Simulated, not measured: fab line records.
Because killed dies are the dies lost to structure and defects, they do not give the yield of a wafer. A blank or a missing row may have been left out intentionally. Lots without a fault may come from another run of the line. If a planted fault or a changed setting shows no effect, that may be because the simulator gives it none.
Which tool did it?	flow nand-harc	24 lots with 72 wafers sampled at 6 steps, on a route of 1302 steps

WHAT EACH GAUGE READ, for each wafer
Not one reading of a measure or inspect step in the record can be checked against a usual standard deviation.

TOOL THAT RAN EACH LOT (tool first, then ch and the chambers of the sampled wafers, then the start)
lot	NHARC_A_STAIRCASE_ETCH_192	NHARC_A_STAIRCASE_STRIP_205	NHARC_A_STAIRCASE_ETCH_221	NHARC_A_STAIRCASE_ETCH_225	NHARC_A_STAIRCASE_ETCH_230	NHARC_A_STAIRCASE_DESCUM_252
L075	rie-diel-05 ch 0,2,3, day 15 17:55 or earlier	plasma-asher-02 ch 0,1, day 15 17:55	rie-diel-04 ch 1,2, day 16 00:01 or earlier	rie-diel-05 ch 2,3, day 16 00:01 or earlier	rie-diel-05 ch 0,1,3, day 16 00:01 or earlier	rie-diel-05 ch 0,1,3, day 16 00:01
L074	rie-diel-05 ch 0,1,2, day 16 17:21 or earlier	plasma-asher-02 ch 0,1, day 16 17:21	rie-diel-05 ch 0,1,2, day 16 22:38 or earlier	rie-diel-05 ch 0,3, day 16 22:38 or earlier	rie-diel-04 ch 1,2, day 16 22:38 or earlier	rie-diel-04 ch 0,1,3, day 16 22:38
L077	rie-diel-05 ch 0,3, day 16 23:43 or earlier	plasma-asher-02 ch 0,1, day 16 23:43	rie-diel-04 ch 0,1, day 17 04:54 or earlier	rie-diel-04 ch 1,2, day 17 04:54 or earlier	rie-diel-04 ch 1,2, day 17 04:54 or earlier	rie-diel-05 ch 0,1,2, day 17 04:54
L076	rie-diel-05 ch 1,2,3, day 17 00:01 or earlier	plasma-asher-02 ch 0,1, day 17 00:01	rie-diel-05 ch 0,1,3, day 17 05:43 or earlier	rie-diel-05 ch 0,2,3, day 17 05:43 or earlier	rie-diel-05 ch 0,2,3, day 17 05:43 or earlier	rie-diel-05 ch 0,1,2, day 17 05:43
L079	rie-diel-04 ch 1,2,3, day 17 14:22 or earlier	plasma-asher-02 ch 0,1, day 17 14:22	rie-diel-05 ch 1,2,3, day 17 19:41 or earlier	rie-diel-05 ch 0,2,3, day 17 19:41 or earlier	rie-diel-05 ch 2,3, day 17 19:41 or earlier	rie-diel-04 ch 0,2,3, day 17 19:41
L078	rie-diel-04 ch 1,2, day 17 14:36 or earlier	plasma-asher-01 ch 0,1, day 17 14:36	rie-diel-04 ch 1,2,3, day 17 20:30 or earlier	rie-diel-04 ch 0,3, day 17 20:30 or earlier	rie-diel-04 ch 1,2,3, day 17 20:30 or earlier	rie-diel-05 ch 0,1,2, day 17 20:30
L080	rie-diel-02 ch 2,3, day 18 07:23 or earlier	plasma-asher-02 ch 0,1, day 18 07:23	rie-diel-04 ch 0,1,3, day 18 12:35 or earlier	rie-diel-04 ch 1,2, day 18 12:35 or earlier	rie-diel-02 ch 0,2, day 18 12:35 or earlier	rie-diel-02 ch 1,2,3, day 18 12:35
L082	rie-diel-05 ch 0,1,2, day 19 06:43 or earlier	plasma-asher-01 ch 0,1, day 19 06:43	rie-diel-04 ch 1,2,3, day 19 11:40 or earlier	rie-diel-04 ch 0,2,3, day 19 11:40 or earlier	rie-diel-05 ch 0,2,3, day 19 11:40 or earlier	rie-diel-04 ch 1,2,3, day 19 11:40
L081	rie-diel-02 ch 1,2, day 19 08:49 or earlier	plasma-asher-02 ch 0,1, day 19 08:49	rie-diel-05 ch 0,1,3, day 19 16:19 or earlier	rie-diel-05 ch 0,1,3, day 19 16:19 or earlier	rie-diel-02 ch 0,1,2, day 19 16:19 or earlier	rie-diel-04 ch 0,2,3, day 19 16:19
L083	rie-diel-04 ch 0,2,3, day 19 22:37 or earlier	plasma-asher-02 ch 0,1, day 19 22:37	rie-diel-05 ch 0,2,3, day 20 05:52 or earlier	rie-diel-05 ch 0,1,3, day 20 05:52 or earlier	rie-diel-05 ch 0,3, day 20 05:52 or earlier	rie-diel-05 ch 0,1, day 20 05:52
L084	rie-diel-02 ch 0,2, day 20 15:42 or earlier	plasma-asher-01 ch 0,1, day 20 15:42	rie-diel-05 ch 1,2,3, day 20 20:52 or earlier	rie-diel-05 ch 0,1,2, day 20 20:52 or earlier	rie-diel-04 ch 0,1, day 20 20:52 or earlier	rie-diel-05 ch 0,3, day 20 20:52
L085	rie-diel-02 ch 0,2, day 20 19:47 or earlier	plasma-asher-02 ch 0,1, day 20 19:47	rie-diel-05 ch 1,2, day 21 01:34 or earlier	rie-diel-05 ch 0,1, day 21 01:34 or earlier	rie-diel-05 ch 1,3, day 21 01:34 or earlier	rie-diel-05 ch 2,3, day 21 01:34
L086	rie-diel-05 ch 0,1,2, day 20 20:21 or earlier	plasma-asher-01 ch 0,1, day 20 20:21	rie-diel-02 ch 1,2, day 21 06:13 or earlier	rie-diel-02 ch 0,1, day 21 06:13 or earlier	rie-diel-02 ch 0,1,2, day 21 06:13 or earlier	rie-diel-04 ch 0,3, day 21 06:13
L087	rie-diel-04 ch 1,2, day 20 23:09 or earlier	plasma-asher-02 ch 0,1, day 20 23:09	rie-diel-04 ch 1,2, day 21 04:27 or earlier	rie-diel-04 ch 0,2,3, day 21 04:27 or earlier	rie-diel-04 ch 0,3, day 21 04:27 or earlier	rie-diel-02 ch 0,1, day 21 04:27
L089	rie-diel-02 ch 1,2,3, day 21 22:31 or earlier	plasma-asher-02 ch 0, day 21 22:31	rie-diel-02 ch 0,1,2, day 22 03:43 or earlier	rie-diel-02 ch 1,2, day 22 03:43 or earlier	rie-diel-04 ch 1,2,3, day 22 03:43 or earlier	rie-diel-04 ch 0,2, day 22 03:43
L088	rie-diel-04 ch 1,2, day 22 00:34 or earlier	plasma-asher-02 ch 0,1, day 22 00:34	rie-diel-02 ch 2,3, day 22 06:25 or earlier	rie-diel-02 ch 1,2, day 22 06:25 or earlier	rie-diel-02 ch 1,3, day 22 06:25 or earlier	rie-diel-05 ch 1,2,3, day 22 06:25
L090	rie-diel-04 ch 1,2,3, day 23 05:39 or earlier	plasma-asher-02 ch 0,1, day 23 05:39	rie-diel-02 ch 0,3, day 23 11:07 or earlier	rie-diel-02 ch 1,2,3, day 23 11:07 or earlier	rie-diel-05 ch 0,1,3, day 23 11:07 or earlier	rie-diel-02 ch 0,1,2, day 23 11:07
L091	rie-diel-05 ch 2,3, day 23 06:01 or earlier	plasma-asher-01 ch 0,1, day 23 06:01	rie-diel-02 ch 0,2,3, day 23 11:22 or earlier	rie-diel-02 ch 1,2,3, day 23 11:22 or earlier	rie-diel-02 ch 1,2,3, day 23 11:22 or earlier	rie-diel-05 ch 0,1,2, day 23 11:22
L092	rie-diel-05 ch 2,3, day 23 11:35 or earlier	plasma-asher-01 ch 0,1, day 23 11:35	rie-diel-02 ch 0,1,2, day 23 17:08 or earlier	rie-diel-02 ch 0,2, day 23 17:08 or earlier	rie-diel-02 ch 0,1,2, day 23 17:08 or earlier	rie-diel-04 ch 1,2,3, day 23 17:08
L093	rie-diel-02 ch 0,1,3, day 24 04:39 or earlier	plasma-asher-01 ch 0,1, day 24 04:39	rie-diel-04 ch 1,2, day 24 10:41 or earlier	rie-diel-04 ch 1,3, day 24 10:41 or earlier	rie-diel-04 ch 1,3, day 24 10:41 or earlier	rie-diel-04 ch 1,2,3, day 24 10:41
L095	rie-diel-05 ch 1,2,3, day 24 13:16 or earlier	plasma-asher-02 ch 0,1, day 24 13:16	rie-diel-05 ch 1,2,3, day 24 18:32 or earlier	rie-diel-05 ch 0,2,3, day 24 18:32 or earlier	rie-diel-05 ch 0,1,2, day 24 18:32 or earlier	rie-diel-05 ch 1,2,3, day 24 18:32
L094	rie-diel-02 ch 2,3, day 24 18:56 or earlier	plasma-asher-02 ch 1, day 24 18:56	rie-diel-05 ch 0,2, day 25 00:03 or earlier	rie-diel-05 ch 1,2,3, day 25 00:03 or earlier	rie-diel-05 ch 1,2,3, day 25 00:03 or earlier	rie-diel-05 ch 0,2,3, day 25 00:03
L096	rie-diel-05 ch 0,1,3, day 25 02:10 or earlier	plasma-asher-02 ch 0,1, day 25 02:10	rie-diel-04 ch 0,1,3, day 25 07:44 or earlier	rie-diel-04 ch 0,1,3, day 25 07:44 or earlier	rie-diel-04 ch 0,1,3, day 25 07:44 or earlier	rie-diel-05 ch 0,2,3, day 25 07:44
L097	rie-diel-02 ch 0,2,3, day 25 16:44 or earlier	plasma-asher-01 ch 0,1, day 25 16:44	rie-diel-04 ch 1,2, day 25 21:44 or earlier	rie-diel-04 ch 1,2, day 25 21:44 or earlier	rie-diel-04 ch 0,2,3, day 25 21:44 or earlier	rie-diel-05 ch 1,2,3, day 25 21:44
- NHARC_A_STAIRCASE_ETCH_192: etches the open film in C4F8/O2, target depth 100 nm, time 40.5 s.
- NHARC_A_STAIRCASE_STRIP_205: strips in O2.
- NHARC_A_STAIRCASE_ETCH_221: etches the open film in C4F8/O2, target depth 100 nm, time 40.5 s.
- NHARC_A_STAIRCASE_ETCH_225: etches the open film in C4F8/O2, target depth 100 nm, time 40.5 s.
- NHARC_A_STAIRCASE_ETCH_230: etches the open film in C4F8/O2, target depth 100 nm, time 40.5 s.
- NHARC_A_STAIRCASE_DESCUM_252: chemistry O2, time 3 s.

AS READ BY THE TOOLS THEMSELVES (means over the sampled wafers that have a number; for cases with no such wafer, the mark the record gives instead)
NHARC_A_STAIRCASE_ETCH_192. Usual: oes-product-au 0.941 a.u., standard deviation 0.009; rf-vpp-V 894 V, standard deviation 4.3.
lot	tool	oes-product-au (a.u.)	rf-vpp-V (V)	flag
L075	rie-diel-05	0.941	894	
L074	rie-diel-05	0.940	897	
L077	rie-diel-05	0.936	895	
L076	rie-diel-05	0.937	895	
L079	rie-diel-04	0.940	893	
L078	rie-diel-04	0.939	891	
L080	rie-diel-02	0.945	894	
L082	rie-diel-05	0.946	897	
L081	rie-diel-02	0.941	901	
L083	rie-diel-04	0.938	892	
L084	rie-diel-02	0.937	895	
L085	rie-diel-02	0.938	894	
L086	rie-diel-05	0.941	896	
L087	rie-diel-04	0.950	890	
L089	rie-diel-02	0.952	897	
L088	rie-diel-04	0.945	891	
L090	rie-diel-04	0.941	892	
L091	rie-diel-05	0.946	892	
L092	rie-diel-05	0.938	892	
L093	rie-diel-02	0.956	893	
L095	rie-diel-05	0.924	894	
L094	rie-diel-02	0.950	893	
L096	rie-diel-05	0.944	894	
L097	rie-diel-02	0.939	891	

NHARC_A_STAIRCASE_STRIP_205. Usual: drypump-motor-current-A 6.0 A, standard deviation 0.43; heater-power-w 330 W, standard deviation 46.
lot	tool	drypump-motor-current-A (A)	heater-power-w (W)	flag
L075	plasma-asher-02	6.2	299	
L074	plasma-asher-02	6.0	319	
L077	plasma-asher-02	6.2	302	
L076	plasma-asher-02	6.0	327	
L079	plasma-asher-02	6.0	321	
L078	plasma-asher-01	5.7	385	
L080	plasma-asher-02	6.0	322	
L082	plasma-asher-01	5.7	384	
L081	plasma-asher-02	6.2	290	
L083	plasma-asher-02	6.0	306	
L084	plasma-asher-01	5.7	378	
L085	plasma-asher-02	6.0	303	
L086	plasma-asher-01	5.7	390	
L087	plasma-asher-02	6.2	290	
L089	plasma-asher-02	5.7	321	
L088	plasma-asher-02	6.0	303	
L090	plasma-asher-02	6.0	303	
L091	plasma-asher-01	5.7	373	
L092	plasma-asher-01	5.7	380	
L093	plasma-asher-01	5.7	377	
L095	plasma-asher-02	6.3	294	
L094	plasma-asher-02	6.5	274	
L096	plasma-asher-02	6.2	296	
L097	plasma-asher-01	5.6	387	

NHARC_A_STAIRCASE_ETCH_221. Usual: oes-product-au 0.941 a.u., standard deviation 0.013; rf-vpp-V 894 V, standard deviation 4.6.
lot	tool	oes-product-au (a.u.)	rf-vpp-V (V)	flag
L075	rie-diel-04	0.944	890	
L074	rie-diel-05	0.958	896	
L077	rie-diel-04	0.966	893	
L076	rie-diel-05	0.931	895	
L079	rie-diel-05	0.956	894	
L078	rie-diel-04	0.925	894	
L080	rie-diel-04	0.924	895	
L082	rie-diel-04	0.919	894	
L081	rie-diel-05	0.938	894	
L083	rie-diel-05	0.944	893	
L084	rie-diel-05	0.932	894	
L085	rie-diel-05	0.950	897	
L086	rie-diel-02	0.945	903	
L087	rie-diel-04	0.947	891	
L089	rie-diel-02	0.955	897	
L088	rie-diel-02	0.928	894	
L090	rie-diel-02	0.930	888	
L091	rie-diel-02	0.939	892	
L092	rie-diel-02	0.940	897	
L093	rie-diel-04	0.944	890	
L095	rie-diel-05	0.940	893	
L094	rie-diel-05	0.952	894	
L096	rie-diel-04	0.942	893	
L097	rie-diel-04	0.955	892	

NHARC_A_STAIRCASE_ETCH_225. Usual: oes-product-au 0.943 a.u., standard deviation 0.0093; rf-vpp-V 894 V, standard deviation 4.4.
lot	tool	oes-product-au (a.u.)	rf-vpp-V (V)	flag
L075	rie-diel-05	0.933	894	
L074	rie-diel-05	0.961	894	
L077	rie-diel-04	0.931	892	
L076	rie-diel-05	0.939	893	
L079	rie-diel-05	0.947	893	
L078	rie-diel-04	0.939	894	
L080	rie-diel-04	0.930	890	
L082	rie-diel-04	0.937	893	
L081	rie-diel-05	0.948	895	
L083	rie-diel-05	0.946	895	
L084	rie-diel-05	0.945	897	
L085	rie-diel-05	0.943	896	
L086	rie-diel-02	0.944	900	
L087	rie-diel-04	0.936	892	
L089	rie-diel-02	0.952	899	
L088	rie-diel-02	0.945	900	
L090	rie-diel-02	0.932	896	
L091	rie-diel-02	0.947	897	
L092	rie-diel-02	0.952	893	
L093	rie-diel-04	0.933	896	
L095	rie-diel-05	0.946	892	
L094	rie-diel-05	0.937	894	
L096	rie-diel-04	0.946	893	
L097	rie-diel-04	0.958	890	

NHARC_A_STAIRCASE_ETCH_230. Usual: oes-product-au 0.947 a.u., standard deviation 0.012; rf-vpp-V 894 V, standard deviation 4.5.
lot	tool	oes-product-au (a.u.)	rf-vpp-V (V)	flag
L075	rie-diel-05	0.949	896	
L074	rie-diel-04	0.957	893	
L077	rie-diel-04	0.951	891	
L076	rie-diel-05	0.948	894	
L079	rie-diel-05	0.953	893	
L078	rie-diel-04	0.949	894	
L080	rie-diel-02	0.966	895	
L082	rie-diel-05	0.924	894	
L081	rie-diel-02	0.962	898	
L083	rie-diel-05	0.941	894	
L084	rie-diel-04	0.948	892	
L085	rie-diel-05	0.950	893	
L086	rie-diel-02	0.942	898	
L087	rie-diel-04	0.930	893	
L089	rie-diel-04	0.968	893	
L088	rie-diel-02	0.938	899	
L090	rie-diel-05	0.944	895	
L091	rie-diel-02	0.949	897	
L092	rie-diel-02	0.943	898	
L093	rie-diel-04	0.934	895	
L095	rie-diel-05	0.939	895	
L094	rie-diel-05	0.950	893	
L096	rie-diel-04	0.943	893	
L097	rie-diel-04	0.945	892	

NHARC_A_STAIRCASE_DESCUM_252. Usual: drypump-motor-current-A 5.6 A, standard deviation 0.56; oes-product-au 1.000 a.u., standard deviation 0.0069; rf-vpp-V 57.7 V, standard deviation 0.87; showerhead-plenum-p-Torr 1.88 Torr, standard deviation 0.061; throttle-valve-pct 11.311 %, standard deviation 0.0091.
lot	tool	drypump-motor-current-A (A)	oes-product-au (a.u.)	rf-vpp-V (V)	showerhead-plenum-p-Torr (Torr)	throttle-valve-pct (%)	flag
L075	rie-diel-05	5.3	1.004	58.6	1.90	11.318	
L074	rie-diel-04	5.9	0.999	57.1	1.89	11.319	
L077	rie-diel-05	5.7	1.000	57.9	1.92	11.313	
L076	rie-diel-05	5.7	1.003	57.4	1.92	11.315	
L079	rie-diel-04	5.6	1.002	57.4	1.86	11.314	
L078	rie-diel-05	5.7	1.008	57.8	1.92	11.310	
L080	rie-diel-02	5.7	1.000	57.6	1.93	11.304	
L082	rie-diel-04	5.7	0.993	58.0	1.87	11.315	
L081	rie-diel-04	5.6	0.993	58.4	1.86	11.316	
L083	rie-diel-05	5.7	1.006	57.7	1.92	11.316	
L084	rie-diel-05	5.7	1.000	57.5	1.88	11.317	
L085	rie-diel-05	5.8	0.990	57.9	1.85	11.304	
L086	rie-diel-04	5.9	0.996	56.6	1.90	11.309	
L087	rie-diel-02	5.5	0.997	58.4	1.99	11.318	
L089	rie-diel-04	5.3	0.999	57.8	1.81	11.314	
L088	rie-diel-05	5.3	0.998	57.6	1.88	11.313	
L090	rie-diel-02	5.5	1.008	56.9	1.94	11.305	
L091	rie-diel-05	5.7	1.004	57.5	1.91	11.305	
L092	rie-diel-04	5.7	1.000	58.2	1.86	11.306	
L093	rie-diel-04	5.7	1.005	57.4	1.86	11.308	
L095	rie-diel-05	5.3	1.000	58.2	1.87	11.312	
L094	rie-diel-05	5.8	1.004	58.0	1.85	11.303	
L096	rie-diel-05	5.7	0.999	58.0	1.85	11.310	
L097	rie-diel-05	5.3	0.995	57.1	1.87	11.304	

THE ANSWER, worked out from the rows above alone
Rule: a lot is off if the mean of its wafers that have a number lies more than 3 standard deviations from the usual mean. A lot without any number at a reading at which 4 lots or more have one is off too. Where the step has rows for the other lots, those lots are counted as sound. First the gauges in route order, then the tools' own readings, where a lot's mean is used as printed above. At the first step where some lot is off, the reading lying furthest off is the one used; lots without a number count as furthest.
Nothing can be told from this: no lot is off at any reading shown.

WHAT HAD BEEN PUT IN BY THE SIMULATOR
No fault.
